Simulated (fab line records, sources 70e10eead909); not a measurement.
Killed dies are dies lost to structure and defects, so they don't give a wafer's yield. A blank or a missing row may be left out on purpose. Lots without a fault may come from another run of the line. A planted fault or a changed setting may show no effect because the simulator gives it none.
Chamber matching | flow nand_harc | NHARC_A_STAIRCASE_DESCUM_312 on rie_diel-07: 4 sister chambers
The step chemistry O2, time 3 s. 4 wafers are shown with their chamber, then 8 later ones without.

WAFERS WITH THEIR CHAMBER
wafer  | chamber | showerhead_plenum_p_Torr (Torr)
L080.2 | 0       | 1.81
L080.3 | 1       | 1.79
L080.5 | 3       | 1.86
L083.1 | 2       | 2.02

WAFERS WITHOUT THEIR CHAMBER
wafer  | showerhead_plenum_p_Torr (Torr)
L083.4 | 1.81
L083.6 | 1.86
L087.1 | 1.78
L087.2 | 1.81
L087.6 | 2.01
L092.1 | 1.78
L092.2 | 1.85
L092.3 | 2.01

WHICH CHAMBER EACH WENT THROUGH
wafer  | from the rows above | in truth
L083.4 | 0                   | 0
L083.6 | 3                   | 3
L087.1 | 1                   | 1
L087.2 | 0                   | 0
L087.6 | 2                   | 2
L092.1 | 1                   | 1
L092.2 | 3                   | 3
L092.3 | 2                   | 2
Placed correctly: 8 of 8. Can't be placed from these rows: 0. Placed wrongly: 0.
How it was worked out, from the rows above alone: a wafer's distance from a chamber is the root of the sum, over the readings, of the square of ((its reading less the chamber's mean) divided by the reading's scatter). The wafer belongs to the nearest chamber; if the next one is less than 2 further off, it can't be placed. A chamber's mean is the mean of its shown wafers. The scatter: with one shown wafer a chamber, the root of the mean of the squares of how far each hidden wafer lies from its nearest shown one.
